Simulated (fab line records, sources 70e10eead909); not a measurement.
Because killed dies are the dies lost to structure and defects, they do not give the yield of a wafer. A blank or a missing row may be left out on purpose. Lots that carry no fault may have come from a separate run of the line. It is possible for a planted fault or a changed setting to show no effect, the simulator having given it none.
fab line records	flow nandHarc
[record] lots = 7	wafers = 21	lastDay = 24
route steps=1159 shown A_M0@999 END@1159
lots that met no fault: taken from a fault-free run of the same line
startH: the number of hours between the record's first day and the start of the first shown wafer of the lot	waitH: hours from the lot's prior step to this one	" as in the row above	L1.1+2: a row that stands for several wafers	- value missing, or start not given	* or withheld: withheld	< > ~ a bound
route shown NAME@n: a module of which the file shows steps, and the number in the route of the first	usual: mean/standard deviation of fault-free wafers	same: alike in all rows	chamber/n: place in a boat	sites: readings site by site	_std_site: how widely they spread, as a standard deviation	_edge_site: outer sites' mean less inner sites'	radiusMm: how far each site lies from the wafer's centre	mask NAME#n: copy n	behind: the last tool/chamber to shape the wafer	hold: why the lot was held/for how many hours/how that ended	device: the n, p or np transistor that did not switch	end of line: at the end of the route, the tests of the same wafers	where a step has no rows: the recipe by itself	killed: count of dies lost to structure and defects at first sort (not the wafer's yield)	map: per-die view of a wafer (x killed, . not killed, _ where there is no die)
set.NAME: the setting that was run; set.NAME@STEP: the one run at that earlier step	model.NAME: the simulator's own value behind a step, which no gauge read
certain route steps with their lots: each step a table, each wafer a row
services: the hour from which a tool's chamber was out of use, counted from the record's first day as startH (under 0 if before that day), plus the number of hours and why
[[steps]]
[step NHARC_A_M0_SOFTBAKE_04]
[recipe] tempC = 105	timeS = 55
[step NHARC_A_M0_EBR_05]
[step NHARC_A_M0_EXPOSE_06]
[recipe] na = 1.35	targetCdNm = 80	doseMj = 83.25	maskId = A_M0
[step NHARC_A_M0_PEB_07]
[recipe] pebTempC = 100	pebTimeS = 65
[step NHARC_A_M0_DEVELOP_08]
[recipe] developTimeS = 35	devTempC = 23
[step NHARC_A_M0_CD_MEAS_09]
[recipe] targetCdNm = 80	landingEnergyEv = 500
[usual] cdNm = 80.1/0.66
lot.wafer	tool	chamber	startH	waitH	cdNm
L591.2	cdSem-01	0	410.21	-	80.2
L591.5	"	0	"	"	79.9
L591.6	"	0	"	"	80.5
L593.3	cdSem-01	0	419.56	-	80.1
L593.5	"	0	"	"	79.8
L593.6	"	0	"	"	79.5
L602.1	cdSem-02	0	470.82	-	79.8
L602.3	"	0	"	"	78.7
L602.5	"	0	"	"	80.7
L600.1	cdSem-03	0	470.99	-	79.6
L600.3	"	0	"	"	81.6
L600.5	"	0	"	"	80.2
L601.1	cdSem-01	0	475.33	-	80.3
L601.4	"	0	"	"	80.7
L601.5	"	0	"	"	79.6
L604.1	cdSem-01	0	475.72	-	80.2
L604.3	"	0	"	"	80.2
L604.6	"	0	"	"	79.8
L610.1	cdSem-01	0	537.91	-	79.5
L610.4	"	0	"	"	80.1
L610.5	"	0	"	"	80.6
[step NHARC_A_M0_OVL_MEAS_10]
[recipe] pitchNm = 160
[usual] overlayXNm = 0.1/0.84	overlayYNm = -0.1/0.87
lot.wafer	tool	chamber	startH	waitH	overlayXNm	overlayYNm
L591.2	overlay-01	-	410.30	-	-1.4	-0.3
L591.5	"	-	"	"	-1.3	-0.2
L591.6	"	-	"	"	-1.1	0.3
L593.3	overlay-01	-	419.64	-	0.2	0.0
L593.5	"	-	"	"	0.5	-0.6
L593.6	"	-	"	"	0.4	-0.3
L602.1	overlay-02	-	470.90	-	0.2	1.0
L602.3	"	-	"	"	0.1	0.9
L602.5	"	-	"	"	0.7	0.7
L600.1	overlay-01	-	471.08	-	0.0	1.2
L600.3	"	-	"	"	0.1	0.8
L600.5	"	-	"	"	0.2	0.8
L601.1	overlay-01	-	475.41	-	0.1	-0.8
L601.4	"	-	"	"	-0.1	-1.0
L601.5	"	-	"	"	0.2	-0.5
L604.1	overlay-01	-	475.81	-	-0.1	0.6
L604.3	"	-	"	"	-0.2	0.8
L604.6	"	-	"	"	-0.1	0.9
L610.1	overlay-02	-	538.00	-	1.0	-0.5
L610.4	"	-	"	"	0.7	-0.4
L610.5	"	-	"	"	0.7	-0.2
[step NHARC_A_M0_INSPECT_11]
[usual] rawDefectCount = 30/14
lot.wafer	tool	chamber	startH	waitH	rawDefectCount
L591.2	defectInspect-02	-	410.33	0.0	40
L591.5	"	-	"	"	36
L591.6	"	-	"	"	18
L593.3	defectInspect-02	-	419.68	0.0	40
L593.5	"	-	"	"	34
L593.6	"	-	"	"	35
L602.1	defectInspect-01	-	470.94	0.0	13
L602.3	"	-	"	"	16
L602.5	"	-	"	"	16
L600.1	defectInspect-02	-	471.12	0.0	31
L600.3	"	-	"	"	22
L600.5	"	-	"	"	29
L601.1	defectInspect-01	-	475.45	0.0	52
L601.4	"	-	"	"	54
L601.5	"	-	"	"	36
L604.1	defectInspect-01	-	475.85	0.0	26
L604.3	"	-	"	"	35
L604.6	"	-	"	"	26
L610.1	defectInspect-01	-	538.04	0.0	47
L610.4	"	-	"	"	48
L610.5	"	-	"	"	44
[step NHARC_A_M0_DESCUM_14]
[recipe] timeS = 3	o2FlowSccm = 200	arFlowSccm = 0	biasPowerW = 0	chemistry = O2
[usual] drypumpMotorCurrentA = 5.7/0.38	oesProductAu = 1.000/0.0098	rfVppV = 57.7/0.94	showerheadPlenumPTorr = 1.87/0.07	throttleValvePct = 11.310/0.0092
lot.wafer	tool	chamber	startH	waitH	drypumpMotorCurrentA	oesProductAu	rfHoursCounterH	rfVppV	showerheadPlenumPTorr	throttleValvePct
L591.2	rieDiel-13	1	410.40	0.1	6.1	0.993	6	58.2	1.92	11.316
L591.6	"	0	"	"	5.3	0.984	-	56.6	1.80	11.309
L591.5	"	1	"	"	6.1	0.992	-	58.0	1.92	11.319
L593.3	rieDiel-09	3	419.77	0.1	5.9	1.014	10	57.2	1.87	11.297
L593.6	"	0	"	"	6.2	1.016	-	58.5	1.86	11.308
L593.5	"	1	"	"	6.5	1.014	-	57.3	1.80	11.342
L602.3	rieDiel-09	1	471.00	0.1	6.4	1.014	2	58.6	1.80	11.319
L602.1	"	2	"	"	5.8	0.993	2	57.6	1.89	11.310
L602.5	"	1	"	"	6.4	1.010	-	58.2	1.80	11.317
L600.3	rieDiel-13	2	471.19	0.1	5.7	0.986	1	57.9	1.80	11.310
L600.1	"	0	"	"	5.3	0.976	1	57.3	1.80	11.302
L600.5	"	1	"	"	6.1	1.002	-	57.8	1.92	11.319
L601.4	rieDiel-09	3	475.51	0.1	5.9	0.999	3	57.2	1.86	11.315
L601.1	"	2	"	"	5.7	0.995	2	57.5	1.89	11.327
L601.5	"	3	"	"	5.9	1.009	-	58.3	1.86	11.304
L604.1	rieDiel-13	0	475.91	0.1	5.3	0.984	1	58.6	1.80	11.311
L604.3	"	2	"	"	5.8	1.002	1	56.2	1.80	11.315
L604.6	"	1	"	"	6.1	0.997	-	57.8	1.91	11.317
L610.4	rieDiel-07	1	538.10	0.1	5.6	1.000	10	59.0	1.90	11.313
L610.1	"	0	"	"	5.7	1.005	9	57.4	1.79	11.316
L610.5	"	1	"	"	5.6	0.998	-	60.0	1.90	11.307
[step NHARC_A_M0_ETCH_34]
[recipe] targetDepthA = 400	overetchA = 120	timeS = 43.94	ionEnergyEv = 200	n2FlowSccm = 150	h2FlowSccm = 150	arFlowSccm = 0	rfW = 400	biasW = 150	chemistry = N2/H2
[usual] drypumpMotorCurrentA = 5.7/0.38	oesProductAu = 1.000/0.01	rfVppV = 429.2/2.4	showerheadPlenumPTorr = 1.99/0.083	throttleValvePct = 14.171/0.011
lot.wafer	tool	chamber	startH	waitH	drypumpMotorCurrentA	oesProductAu	rfHoursCounterH	rfVppV	showerheadPlenumPTorr	throttleValvePct
L591.2	rieDiel-13	2	410.48	0.1	5.8	1.002	8	428.2	1.91	14.179
L591.6	"	2	"	"	5.8	1.004	-	425.3	1.91	14.150
L591.5	"	3	"	"	5.1	0.991	-	436.0	2.19	14.185
L593.3	rieDiel-09	1	419.84	0.1	6.4	0.994	10	428.0	1.91	14.161
L593.5	"	2	"	"	5.7	0.992	-	430.2	2.02	14.177
L593.6	"	3	"	"	5.9	1.004	-	427.9	1.99	14.184
L602.1	rieDiel-09	0	471.09	0.1	6.2	1.017	2	428.1	1.98	14.186
L602.3	"	2	"	"	5.7	0.990	2	429.9	2.02	14.171
L602.5	"	0	"	"	6.1	1.014	-	427.6	1.98	14.157
L600.3	rieDiel-13	0	471.27	0.1	5.3	0.984	1	426.1	1.91	14.176
L600.1	"	1	"	"	6.1	0.987	1	430.9	2.04	14.168
L600.5	"	0	"	"	5.3	0.980	-	428.1	1.91	14.161
L601.4	rieDiel-09	0	475.60	0.1	6.2	1.002	3	428.9	1.98	14.179
L601.1	"	2	"	"	5.8	0.991	3	430.1	2.02	14.176
L601.5	"	0	"	"	6.2	1.000	-	429.1	1.98	14.167
L604.3	rieDiel-13	0	476.00	0.1	5.3	0.991	1	427.1	1.91	14.175
L604.1	"	1	"	"	6.1	1.001	2	430.3	2.04	14.156
L604.6	"	3	"	"	5.1	1.002	-	435.0	2.19	14.174
L610.4	rieDiel-07	3	538.18	0.1	5.7	0.992	9	429.8	1.99	14.147
L610.1	"	0	"	"	5.7	0.995	9	426.5	1.91	14.155
L610.5	"	3	"	"	5.7	1.003	-	429.1	1.99	14.165
[step NHARC_A_M0_ETCH_15]
[recipe] targetDepthA = 1500	overetchA = 150	timeS = 82.5	c4f8FlowSccm = withheld	arFlowSccm = 400	rfW = 600	biasW = 300	chemistry = C4F8/Ar
[usual] oesProductAu = 0.957/0.022	rfVppV = 439.3/2.4
lot.wafer	tool	chamber	startH	waitH	oesProductAu	rfHoursCounterH	rfVppV
L591.2	rieDiel-13	3	-	-	0.966	9	444.8
L591.5	"	2	"	"	0.973	-	438.2
L591.6	"	3	"	"	0.974	-	444.9
L593.3	rieDiel-09	3	-	-	0.931	10	438.9
L593.6	"	3	"	"	0.930	-	438.2
L593.5	"	0	"	"	0.928	-	437.9
L602.3	rieDiel-09	0	-	-	0.985	2	440.0
L602.1	"	1	"	"	0.973	2	437.3
L602.5	"	3	"	"	0.971	-	440.0
L600.1	rieDiel-13	1	-	-	0.937	1	439.9
L600.3	"	3	"	"	0.961	1	443.9
L600.5	"	1	"	"	0.947	-	442.3
L601.4	rieDiel-09	0	-	-	0.966	3	439.6
L601.1	"	1	"	"	0.977	2	437.3
L601.5	"	0	"	"	0.973	-	439.1
L604.1	rieDiel-13	3	-	-	0.973	1	445.2
L604.3	"	0	"	"	0.954	1	438.8
L604.6	"	3	"	"	0.979	-	444.4
L610.4	rieDiel-07	0	-	-	0.932	9	436.6
L610.1	"	1	"	"	0.923	10	439.7
L610.5	"	3	"	"	0.924	-	439.6
[step NHARC_A_M0_CD_MEAS_16]
[usual] cdNm = 80.0/0.85
lot.wafer	tool	chamber	startH	waitH	cdNm
L591.2	cdSem-02	-	410.70	-	80.8
L591.5	"	-	"	"	81.1
L591.6	"	-	"	"	81.2
L593.3	cdSem-02	-	420.04	-	79.3
L593.5	"	-	"	"	79.5
L593.6	"	-	"	"	78.9
L602.1	cdSem-03	-	471.30	-	79.8
L602.3	"	-	"	"	78.6
L602.5	"	-	"	"	81.2
L600.1	cdSem-03	-	471.52	-	79.1
L600.3	"	-	"	"	81.2
L600.5	"	-	"	"	81.3
L601.1	cdSem-02	-	475.81	-	80.3
L601.4	"	-	"	"	80.3
L601.5	"	-	"	"	79.3
L604.1	cdSem-01	-	476.21	-	80.2
L604.3	"	-	"	"	80.3
L604.6	"	-	"	"	79.9
L610.1	cdSem-03	-	538.40	-	81.0
L610.4	"	-	"	"	80.0
L610.5	"	-	"	"	81.1
[step NHARC_A_M0_STRIP_18]
[recipe] powerW = 1000	n2FlowSccm = 150	h2FlowSccm = 150	arFlowSccm = 0	biasW = 0	chemistry = N2/H2
[usual] biasW = 0/0	chamberPressureMTorr = 30.002/0.027	drypumpMotorCurrentA = 5.8/0.4	oesProductAu = 0.999/0.01	rfVppV = 90.3/0.93	showerheadPlenumPTorr = 1.98/0.074	throttleValvePct = 14.171/0.0096
lot.wafer	tool	chamber	startH	waitH	biasW	chamberPressureMTorr	drypumpMotorCurrentA	oesProductAu	rfHoursCounterH	rfVppV	showerheadPlenumPTorr	throttleValvePct
L591.2	rieDiel-09	2	410.82	0.1	0	29.955	5.7	0.996	10	90.5	2.02	14.190
L591.6	"	0	"	"	0	30.017	6.2	1.024	-	88.8	1.98	14.169
L591.5	"	1	"	"	0	29.955	6.5	1.018	-	90.4	1.91	14.181
L593.3	rieDiel-09	1	420.15	0.1	0	29.994	6.5	1.010	10	90.2	1.91	14.166
L593.5	"	0	"	"	0	30.025	6.2	1.018	-	90.0	1.98	14.162
L593.6	"	1	"	"	0	29.992	6.5	1.002	-	89.4	1.91	14.153
L602.1	rieDiel-09	3	471.37	0.1	-	-	-	-	-	-	-	-
L602.3	"	2	"	"	-	-	-	-	-	-	-	-
L602.5	"	3	"	"	-	-	-	-	-	-	-	-
L600.1	rieDiel-13	0	471.59	0.1	-	-	-	-	-	-	-	-
L600.3	"	1	"	"	-	-	-	-	-	-	-	-
L600.5	"	0	"	"	-	-	-	-	-	-	-	-
L601.4	rieDiel-07	3	475.91	0.1	-	-	-	-	-	-	-	-
L601.1	"	1	"	"	-	-	-	-	-	-	-	-
L601.5	"	3	"	"	-	-	-	-	-	-	-	-
L604.1	rieDiel-09	1	476.28	0.1	0	29.977	6.5	1.004	2	88.7	1.91	14.183
L604.3	"	2	"	"	0	29.997	5.7	0.985	3	91.2	2.02	14.166
L604.6	"	1	"	"	0	29.981	6.5	1.005	-	90.2	1.91	14.175
L610.4	rieDiel-13	1	538.47	0.1	0	29.975	6.1	1.006	6	91.2	2.04	14.165
L610.1	"	3	"	"	0	30.002	5.1	0.996	6	90.8	2.18	14.158
L610.5	"	1	"	"	0	30.021	6.1	1.005	-	90.6	2.04	14.173
[step NHARC_A_M0_STRIP_19]
[recipe] timeS = 600	tempC = 30	chemistry = postEtchResidueRemover
[step NHARC_END_SORT_01]
[recipe] tempC = 25
[usual] defectLimitedYield = 95.5/1.8	killedAtArray = 27/11	killedAtOther = 0.6/1	killedAtPeriphery = 3.0/2.1	killedDies = 31/12	killedOpen = 3.2/1.7	killedShort = 1.7/1.4	sort_bin_2_pct = 1.4/0.68	sort_bin_3_pct = 0.25/0.2	sort_bin_4_pct = 2.9/1.2	sortNPass = 646/12	sortRimYieldPct = 95.7/2.8	sortYieldPct = 95.5/1.8
[same] grossDies = 677	sort_bin_5_pct[%] = 0	sort_bin_6_pct[%] = 0	sort_bin_7_pct[%] = 0	sort_bin_8_pct[%] = 0	sortRimNGross = 106.00
lot.wafer	tool	chamber	startH	waitH	hold	defectLimitedYield[%]	killedAtArray	killedAtOther	killedAtPeriphery	killedDies	killedOpen	killedShort	sort_bin_2_pct[%]	sort_bin_3_pct[%]	sort_bin_4_pct[%]	sortNPass	sortRimYieldPct[%]	sortYieldPct[%]
L591.2	prober-02	0	469.42	2.8	-	94.4	35	0	3	38	2	0	1.5	0	4.1	639	96.2	94.4
L591.5	prober-02	0	471.81	3.7	-	95.6	28	0	2	30	2	1	0.9	0.30	3.2	647	94.3	95.6
L591.6	prober-02	0	472.60	4.0	-	96.8	16	0	6	22	2	1	0.9	0	2.4	655	99.1	96.8
L593.3	prober-02	0	478.04	3.1	-	95.1	29	2	2	33	3	1	0.9	0.30	3.7	644	93.4	95.1
L593.5	prober-02	0	479.61	3.6	-	94.4	32	1	5	38	3	0	1.6	0.44	3.5	639	90.6	94.4
L593.6	prober-02	0	480.39	3.9	-	95.4	29	0	2	31	3	0	1.6	0.44	2.5	646	96.2	95.4
L600.1	prober-01	0	511.35	2.5	awaitDispo/6.8h/scrap	5.0	640	1	2	643	2	2	92.8	0.30	1.9	34	0	5.0
L600.3	prober-01	0	512.97	3.1	awaitDispo/6.8h/scrap	3.5	650	0	3	653	1	0	94.5	0.15	1.8	24	0	3.5
L600.5	prober-01	0	514.59	3.7	awaitDispo/6.8h/scrap	5.8	636	1	1	638	3	0	92.5	0.15	1.6	39	0	5.8
L602.1	prober-02	0	512.37	2.5	awaitDispo/4.4h/scrap	4.3	646	1	1	648	6	2	93.6	0	2.1	29	0	4.3
L602.3	prober-02	0	513.94	3.1	awaitDispo/4.4h/scrap	4.1	647	0	2	649	2	1	94.2	0.15	1.5	28	0	4.1
L602.5	prober-02	0	515.52	3.7	awaitDispo/4.4h/scrap	4.1	647	0	2	649	5	2	93.8	0	2.1	28	0	4.1
L601.1	prober-01	0	519.22	2.5	awaitDispo/2.8h/scrap	5.6	638	0	1	639	3	1	91.1	0	3.2	38	8.5	5.6
L601.4	prober-01	0	521.66	3.4	awaitDispo/2.8h/scrap	4.9	637	1	6	644	6	1	90.0	0.30	4.9	33	0	4.9
L601.5	prober-01	0	522.48	3.8	awaitDispo/2.8h/scrap	5.5	638	0	2	640	2	2	90.8	0.44	3.2	37	0	5.5
L604.1	prober-02	0	521.65	2.5	-	95.6	27	0	3	30	4	3	1.9	0.15	2.4	647	98.1	95.6
L604.3	prober-02	0	523.25	3.1	-	91.9	39	3	13	55	6	9	2.7	0.59	4.9	622	98.1	91.9
L604.6	prober-02	0	525.66	4.0	-	94.2	34	0	5	39	5	3	1.5	0.44	3.8	638	95.3	94.2
L610.1	prober-01	0	576.85	2.5	-	91.7	49	1	6	56	3	2	2.4	0.59	5.3	621	95.3	91.7
L610.4	prober-01	0	579.28	3.4	-	92.2	48	0	5	53	2	2	2.1	0.30	5.5	624	97.2	92.2
L610.5	prober-01	0	580.10	3.7	-	93.4	38	2	5	45	2	5	1.9	0.30	4.4	632	96.2	93.4
// killed by level:class
L591.2 A_CHANNEL_HOLE_D1:chamberFilmFlake=16 A_SLIT:chamberFilmFlake=12 A_CONTACT:geometricParticle:open=2 P_M1:chamberFilmFlake=2 A_WL_FILL:chamberFilmFlake=2 P_STI:chamberFilmFlake=1 A_ZERO_WELL:chamberFilmFlake=1 A_CHANNEL_FILL_D1:chamberFilmFlake=1
L591.5 A_CHANNEL_HOLE_D1:chamberFilmFlake=14 A_SLIT:chamberFilmFlake=9 A_CONTACT:geometricParticle:open=2 A_CHANNEL_FILL_D1:geometricParticle:short=1 P_ZERO_WELL:chamberFilmFlake=1 P_M1:chamberFilmFlake=1 A_ZERO_WELL:chamberFilmFlake=1 A_CONTACT:chamberFilmFlake=1
L591.6 A_SLIT:chamberFilmFlake=6 A_CHANNEL_HOLE_D1:chamberFilmFlake=5 P_M1:chamberFilmFlake=2 A_STAIRCASE:chamberFilmFlake=2 P_GATE:geometricParticle:open=1 P_M0:geometricParticle:short=1 A_BLC:geometricParticle:open=1 P_ZERO_WELL:chamberFilmFlake=1
L593.3 A_CHANNEL_HOLE_D1:chamberFilmFlake=15 A_SLIT:chamberFilmFlake=9 A_STAIRCASE:chamberFilmFlake=3 P_CONTACT:geometricParticle:open=1 P_M1:geometricParticle:open=1 A_SOURCE_PLATE:geometricParticle:short=1 A_M0:geometricParticle:open=1 HYBRID_BOND:chamberFilmFlake=1
L593.5 A_CHANNEL_HOLE_D1:chamberFilmFlake=14 A_SLIT:chamberFilmFlake=12 A_STAIRCASE:chamberFilmFlake=3 P_M1:chamberFilmFlake=2 A_CONTACT:chamberFilmFlake=2 P_GATE:geometricParticle:open=1 P_M0:geometricParticle:open=1 A_ONON_D1:geometricParticle:open=1
L593.6 A_CHANNEL_HOLE_D1:chamberFilmFlake=14 A_SLIT:chamberFilmFlake=10 A_STAIRCASE:chamberFilmFlake=2 A_CONTACT:geometricParticle:open=2 P_CONTACT:geometricParticle:open=1 P_M1:chamberFilmFlake=1 A_CONTACT:chamberFilmFlake=1
L600.1 A_M0:areaStrip=618 A_CHANNEL_HOLE_D1:chamberFilmFlake=15 A_WL_FILL:chamberFilmFlake=2 P_CONTACT:geometricParticle:open=1 A_CONTACT:geometricParticle:open=1 A_BLC:geometricParticle:short=1 A_M0:geometricParticle:short=1 P_GATE:chamberFilmFlake=1
L602.1 A_M0:areaStrip=626 A_CHANNEL_HOLE_D1:chamberFilmFlake=5 A_STAIRCASE:chamberFilmFlake=5 A_CONTACT:geometricParticle:open=3 A_CONTACT:chamberFilmFlake=2 P_CONTACT:geometricParticle:open=1 A_ONON_D1:geometricParticle:open=1 A_CHANNEL_FILL_D1:geometricParticle:open=1
L600.3 A_M0:areaStrip=633 A_CHANNEL_HOLE_D1:chamberFilmFlake=10 A_STAIRCASE:chamberFilmFlake=2 A_WL_FILL:chamberFilmFlake=2 A_ONON_D1:geometricParticle:open=1 P_ZERO_WELL:chamberFilmFlake=1 P_GATE:chamberFilmFlake=1 P_CONTACT:chamberFilmFlake=1
L602.3 A_M0:areaStrip=631 A_CHANNEL_HOLE_D1:chamberFilmFlake=5 A_CONTACT:chamberFilmFlake=5 A_M1:chamberFilmFlake=3 A_STAIRCASE:chamberFilmFlake=2 P_GATE:geometricParticle:open=1 P_M0:geometricParticle:short=1 A_CHANNEL_FILL_D1:geometricParticle:open=1
L600.5 A_M0:areaStrip=618 A_CHANNEL_HOLE_D1:chamberFilmFlake=12 A_CONTACT:chamberFilmFlake=4 P_STI:geometricParticle:open=1 A_CONTACT:geometricParticle:open=1 STARTING-WAFER:geometricParticle:open=1 A_STAIRCASE:chamberFilmFlake=1
L602.5 A_M0:areaStrip=632 A_CHANNEL_HOLE_D1:chamberFilmFlake=5 A_STAIRCASE:chamberFilmFlake=2 P_CONTACT:geometricParticle:open=1 A_ONON_D1:geometricParticle:short=1 A_CHANNEL_FILL_D1:geometricParticle:short=1 A_CHANNEL_FILL_D1:geometricParticle:open=1 A_SLIT:geometricParticle:open=1
L601.1 A_M0:areaStrip=599 A_SLIT:chamberFilmFlake=16 A_CHANNEL_HOLE_D1:chamberFilmFlake=12 A_STAIRCASE:chamberFilmFlake=3 A_CONTACT:chamberFilmFlake=3 A_ONON_D1:geometricParticle:open=2 P_STI:geometricParticle:short=1 A_M0:geometricParticle:open=1
L604.1 A_SLIT:chamberFilmFlake=13 A_CONTACT:chamberFilmFlake=4 P_STI:chamberFilmFlake=2 A_STAIRCASE:chamberFilmFlake=2 P_M0:geometricParticle:open=1 A_ONON_D1:geometricParticle:open=1 A_STAIRCASE:geometricParticle:short=1 A_SGD_CUT:geometricParticle:short=1
L601.4 A_M0:areaStrip=595 A_SLIT:chamberFilmFlake=18 A_CHANNEL_HOLE_D1:chamberFilmFlake=13 P_GATE:chamberFilmFlake=3 A_WL_FILL:chamberFilmFlake=3 P_M0:geometricParticle:open=2 A_CONTACT:geometricParticle:open=2 A_STAIRCASE:chamberFilmFlake=2
L601.5 A_M0:areaStrip=602 A_SLIT:chamberFilmFlake=12 A_CHANNEL_HOLE_D1:chamberFilmFlake=9 A_CONTACT:chamberFilmFlake=5 A_STAIRCASE:chamberFilmFlake=3 P_ZERO_WELL:chamberFilmFlake=2 A_ONON_D1:geometricParticle:short=1 A_WL_FILL:geometricParticle:short=1
L604.3 A_SLIT:chamberFilmFlake=18 P_STI:chamberFilmFlake=8 A_CHANNEL_HOLE_D1:chamberFilmFlake=4 A_CONTACT:geometricParticle:open=3 A_STAIRCASE:chamberFilmFlake=3 A_SOURCE_PLATE:geometricParticle:short=2 P_GATE:chamberFilmFlake=2 THIN_TSV:chamberFilmFlake=2
L604.6 A_SLIT:chamberFilmFlake=17 A_STAIRCASE:chamberFilmFlake=5 A_CHANNEL_HOLE_D1:chamberFilmFlake=4 A_CONTACT:geometricParticle:open=2 P_GATE:chamberFilmFlake=2 A_CONTACT:chamberFilmFlake=2 P_GATE:geometricParticle:short=1 P_CONTACT:geometricParticle:open=1
L610.1 A_SLIT:chamberFilmFlake=18 A_STAIRCASE:chamberFilmFlake=11 A_CHANNEL_HOLE_D1:chamberFilmFlake=9 A_CONTACT:chamberFilmFlake=6 P_BONDPAD:chamberFilmFlake=4 P_STI:chamberFilmFlake=2 A_CHANNEL_FILL_D1:geometricParticle:open=1 A_WL_FILL:geometricParticle:short=1
L610.4 A_SLIT:chamberFilmFlake=17 A_CONTACT:chamberFilmFlake=12 A_STAIRCASE:chamberFilmFlake=9 A_CHANNEL_HOLE_D1:chamberFilmFlake=7 P_BONDPAD:chamberFilmFlake=3 A_SGD_CUT:geometricParticle:short=2 P_M0:geometricParticle:open=1 A_CHANNEL_FILL_D1:geometricParticle:open=1
L610.5 A_SLIT:chamberFilmFlake=13 A_CHANNEL_HOLE_D1:chamberFilmFlake=8 A_STAIRCASE:chamberFilmFlake=7 A_CONTACT:chamberFilmFlake=7 P_BONDPAD:chamberFilmFlake=2 P_GATE:geometricParticle:short=1 P_M0:geometricParticle:open=1 A_ONON_D1:geometricParticle:short=1
// map L600.3 (x killed, . not)
____________x____________
_________xxxxxxx_________
_______xxxxxxxxxxx_______
______xxxxxxxxxxxxx______
_____xxxxxxxxxxxxxxx_____
____xxxxxxxxxx.xxxxxx____
____xxxxxxxxxxxxxxxxx____
___xxxxxxxxxxxxxxxxxxx___
___xxxxxxxxxxxxxxxxxxx___
__xxxxxxxx.xxxxxxxxxxxx__
__xxxxxxxxxxxxxxxxxxxxx__
_xxxxxxxxx.xxxxxxxxxxxxx_
_xxxxxxxxxxxxxxxxxxxxxxx_
_xxxxxxxxxx.xxxxx.xxxxxx_
_xxxxxxxxxx...xxxxxxxxxx_
_xxxxxxxxxxx.x.xxxxxxxxx_
xxxxxxxxxxxxxxx.xxxxxxxxx
xxxxxxxx.xxxxxxxxxxxxxxxx
xxxxxxxxxxx.xxxxxxxxxxxxx
xxxxxxxxxxxxxx..xxxxxxxxx
xxxxxxxxxxxxxxxxxxxxxxxxx
_xxxxxxxxxxxxxxx..xxxxxx_
_xxxxxxxxxxx.xx.xxxxxxxx_
_xxxxxxxxxxxxxxxx.xxxxxx_
_xxxxxxxxx.xxx.xxxxxxxxx_
_xxxxx.xxxxxxxxxxxxxxxxx_
__xxxxxxxxxx.xxxxxxxxxx__
__xxxxxxxxxxxxxxxxxxxxx__
___xxxxxxxxxxxxxxxxxxx___
___xxxxxxxxxxxxxxxxxxx___
____xxxxxxxxxxxxxxxxx____
____xxxxxxxxxxxxxxxxx____
_____xxxxxxxxxxxxxxx_____
______xxxxxxxxxxxxx______
_______xxxxxxxxxxx_______
_________xxxxxxx_________
____________x____________
// map L601.4 (x killed, . not)
____________x____________
_________xxxxxxx_________
_______xxxxxxxxxxx_______
______xxxxxxxxxxxxx______
_____xxxxxxxxxxxxxxx_____
____xxxxxxxxxxxxxxxxx____
____xxxxxxxxxxxxxxxxx____
___xxxxxxxxxxxxxxxxxxx___
___xxxxxxxxxxxxxxxxxxx___
__xxxxxxxxxxxxxxxxxxxxx__
__xxxxxxxxxxxxxxxxxxxxx__
_xxxxxxxxxxxxxxxxxxxxxxx_
_xxxxxx.xxxxxxxxxxxxxxxx_
_xxxxxxxxxx.x.xxxxxxxxxx_
_xxxxxxxxxxxxx..xxxxxxxx_
_xxxxxxxxxxxx..x.xxxxxxx_
xxxxxxxxxxxxx..xx.xxxxxxx
xxxxxxxxxxx..x.xxxxxxxxxx
xxxxxxxxxxxxx.x.xxxxxxxxx
xxxxxxxxxxxxxx.xxxxxxxxxx
xxxxxxxx.x.xxx.x.xxxxxxxx
_xxxxxxx.x.xxx.xxxxxxxxx_
_xxxxxxxx..xx..xxxxxxxxx_
_xxxxxxxx.xxx.xxxxxxxxxx_
_xxxxxxxxxxxxxxxxxxxxxxx_
_xxxxxxxxxxxxxxxxxxxxxxx_
__xxxxxxxxxxx.xxxxxxxxx__
__xxxxxxxxxx.xxx.xxxxxx__
___xxxxxxxxxxxxxxxxxxx___
___xxxxxxxxxxxxxxxxxxx___
____xxxxxxxxxxxxxxxxx____
____xxxxxxxxxxxxxxxxx____
_____xxxxxxxxxxxxxxx_____
______xxxxxxxxxxxxx______
_______xxxxxxxxxxx_______
_________xxxxxxx_________
____________x____________
[[services]]
tool	chamber	startH	hours	kind
rieDiel-13	0	390.10	5.0	repair
rieDiel-07	-	391.30	0.3	repair
rieDiel-07	-	405.20	9.0	pm
rieDiel-09	0	410.57	-	clean
rieDiel-09	1	410.57	-	clean
rieDiel-09	2	410.57	-	clean
rieDiel-09	3	410.57	-	clean
rieDiel-13	-	415.69	22.2	repair
rieDiel-09	-	431.22	9.0	pm
rieDiel-09	0	431.22	9.0	ventCycle
rieDiel-09	1	431.22	9.0	ventCycle
rieDiel-09	2	431.22	9.0	ventCycle
rieDiel-09	3	431.22	9.0	ventCycle
rieDiel-09	0	440.22	-	clean
rieDiel-09	1	440.22	-	clean
rieDiel-09	2	440.22	-	clean
rieDiel-09	3	440.22	-	clean
rieDiel-09	1	449.61	6.1	repair
rieDiel-13	-	453.01	9.0	pm
rieDiel-07	0	468.42	3.9	repair
rieDiel-09	-	479.72	0.1	repair
rieDiel-07	3	518.42	3.1	repair
rieDiel-09	3	523.87	15.8	repair
rieDiel-09	0	537.01	7.7	repair
[[key]]
[firstSign] step = NHARC_A_M0_STRIP_18	reading = toolRecord	direction = missing
[effect] step = NHARC_END_SORT_01	reading = sort_bin_2_pct	direction = up	sigmas = 99+	usual = 1.4	struck = 92.6
[moreKillsBornAt] NHARC_A_M0_STRIP_18@rieDiel-09 = 1889	NHARC_A_M0_STRIP_18@rieDiel-13 = 1869	NHARC_A_M0_STRIP_18@rieDiel-07 = 1794
metAt NHARC_A_M0_STRIP_18
struckWafers L600.1,L600.3,L600.5,L601.1,L601.4,L601.5,L602.1,L602.3,L602.5
laterRowsLeftOut L600.1,L600.3,L600.5,L601.1,L601.4,L601.5,L602.1,L602.3,L602.5
onsetBetween 420.15 471.37
[fault] kind = skippedStepWhole	tool = rieDiel-07,rieDiel-09,rieDiel-13	chamber = -	onsetH = 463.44	steps = NHARC_A_M0_STRIP_18	scope = struckLotsOnly
// laterRowsLeftOut: the simulator's readings of these wafers behind a module that went badly wrong aren't trusted and aren't shown, but for the sort
